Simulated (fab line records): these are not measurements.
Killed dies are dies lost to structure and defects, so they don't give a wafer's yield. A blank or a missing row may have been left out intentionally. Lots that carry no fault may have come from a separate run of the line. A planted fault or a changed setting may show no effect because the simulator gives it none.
A struck lot beside a sound one -- flow n5-finfet -- 16 steps out of a route of 1938
Sound: wafers L342.1, L342.4, L342.5. Struck: wafers L339.4, L339.5. (L339.2 of the same lot was not struck and is left out.) The cause comes at the end.
For every step that has rows: the tool of each side, followed by ch and its chambers, followed by its first start. Under that, the readings that differ: sound wafers -- struck wafers -- difference of the means -- sigmas: that difference in standard deviations of wafers without a fault.
alike: same words and numbers on both sides, and readings whose means sit less than 2 such deviations apart. not compared: any withheld reading, any reading some wafer has no value for, any bound like >300 that may hide the same value, and any number with overlapping values for which the record gives no deviation.
The two part at a step that has a row with sigmas, a row that says differs or no value, or rows on one side only. Non-overlapping numbers with no deviation appear without sigmas and do not part them. Lack of a reading on every wafer of one side parts them only where that side has two or more wafers.

N5_GATE_CUT_INSPECT_15: inspects for defects (brightfield).
  sound on defect-inspect-01 at day 9 20:52; struck on defect-inspect-01 at day 8 23:29
  alike: raw-defect-count
N5_GATE_CUT_DESCUM_18: chemistry O2, time 7 s.
  sound on rie-diel-05 ch 1,3, day 9 20:55; struck on rie-diel-06 ch 1,3, day 8 23:32
  alike: bias-power-w, drypump-motor-current-A, oes-product-au, rf-vpp-V, showerhead-plenum-p-Torr, throttle-valve-pct
  not compared: rf-hours-counter-h
then, 1 step without rows for these wafers: N5_GATE_CUT_ETCH_28 (etches underlayer in N2/H2, target depth 13 nm, time 10.4 s).
N5_GATE_CUT_ETCH_36: etches SiARC in CF4, target depth 13 nm, time 21.7 s.
  sound on rie-diel-05 ch 1,3, day 9 20:58; struck on rie-diel-06 ch 1,3, day 8 23:35
  alike: drypump-motor-current-A, etch-rf-on-time-s, oes-product-au, rf-vpp-V, showerhead-plenum-p-Torr, throttle-valve-pct
  not compared: rf-hours-counter-h
N5_GATE_CUT_ETCH_37: etches SOC in N2/H2, target depth 60 nm, overetch 12 nm, time 90 s.
  sound on rie-diel-05 ch 1,3, day 9 20:59; struck on rie-diel-06 ch 1,3, day 8 23:37
  alike: drypump-motor-current-A, h2-flow-sccm, oes-product-au, rf-vpp-V, showerhead-plenum-p-Torr, throttle-valve-pct
  not compared: rf-hours-counter-h
then, 3 steps without rows for these wafers: N5_GATE_CUT_STRIP_38 (strips in N2/H2); N5_GATE_CUT_STRIP_39 (strips in N2/H2); N5_GATE_CUT_HM_OPEN_40 (chemistry C4F6/O2, target SiO2, target depth 139 nm, time 85.1 s).
N5_GATE_CUT_STRIP_41: strips in CF4.
  sound on rie-diel-05 ch 1,3, day 9 21:08; struck on rie-diel-06 ch 1,3, day 8 23:46
  alike: bias-power-w, drypump-motor-current-A, oes-product-au, rf-vpp-V, showerhead-plenum-p-Torr, throttle-valve-pct
  not compared: rf-hours-counter-h
then, 2 steps without rows for these wafers: N5_GATE_CUT_STRIP_42 (strips in O2); N5_GATE_CUT_ETCH_19 (etches SiNx in CH3F/O2, target depth 53.7 nm, time 76.7 s).
N5_GATE_CUT_CUT_ETCH_53: etches W in SF6/Cl2, target depth 79.2 nm.
  sound on rie-metal-02 ch 0,1, day 9 21:18; struck on rie-metal-03 ch 1, day 8 23:56
reading,sound,struck,difference,sigmas
drypump-motor-current-A (A),6.6 6.6 6.5,5.3 5.3,-1.3,-3
  alike: SF6_flow_sccm, etch-rf-on-time-s, oes-product-au, throttle-valve-pct
  not compared: rf-hours-counter-h
N5_GATE_CUT_CUT_ETCH_54: etches TiN in Cl2/BCl3, target depth 96.7 nm.
  sound on rie-metal-02 ch 0,1, day 9 21:22; struck on rie-metal-03 ch 1, day 8 23:59
reading,sound,struck,difference,sigmas
drypump-motor-current-A (A),6.6 6.6 6.5,5.3 5.3,-1.3,-3
etch-rf-on-time-s (s),36.4 36.5 35.6,26.5 26.4,-9.7,-21
oes-product-au (a.u.),0.72 0.73 0.73,1.03 1.03,+0.30,+4
  alike: oes_ar_750_au, throttle-valve-pct
  not compared: rf-hours-counter-h
then, 1 step without rows for these wafers: N5_GATE_CUT_CUT_ETCH_55 (etches HfO2 in BCl3, target depth 3.2 nm).
-- the record jumps here: 4 days lie between the struck wafers' starts before and after (it left off in module GATE_CUT and takes up again in module BEOL_M4, whose first step shown is number 1111 of the route) --
N5_BEOL_M4_RC_MEAS_101:
  sound on prober-02 ch 0, day 13 03:29; struck on prober-02 ch 0, day 12 12:56
reading,sound,struck,difference,sigmas
IOFF_P (nA/um),0.181 0.185 0.148,0.205 0.275,+0.069,+2
SS_P (mV/dec),73.3 72.5 72.8,73.4 74.8,+1.2,+2
VT_P (mV),-252.2 -252.1 -256.1,-248.5 -245.7,+6.4,+2
  alike: DIBL_N, DIBL_P, IOFF_N, ION_N, ION_P, SS_N, VT_N
-- record jumps: 5 days separate the struck wafers' starts on either side; left off in module BEOL_M4, taken up again in module PASSIVATION, whose first shown step is the route's number 1936 --
N5_PASSIVATION_PROBE_49:
  rows exist in the record for the struck wafers here (prober-02, day 17 01:38), but not for the sound ones

## WHERE THEY PART
Last at N5_PASSIVATION_PROBE_49 as far as this record goes, first at N5_GATE_CUT_CUT_ETCH_53.

WHY: whatever the simulator had introduced
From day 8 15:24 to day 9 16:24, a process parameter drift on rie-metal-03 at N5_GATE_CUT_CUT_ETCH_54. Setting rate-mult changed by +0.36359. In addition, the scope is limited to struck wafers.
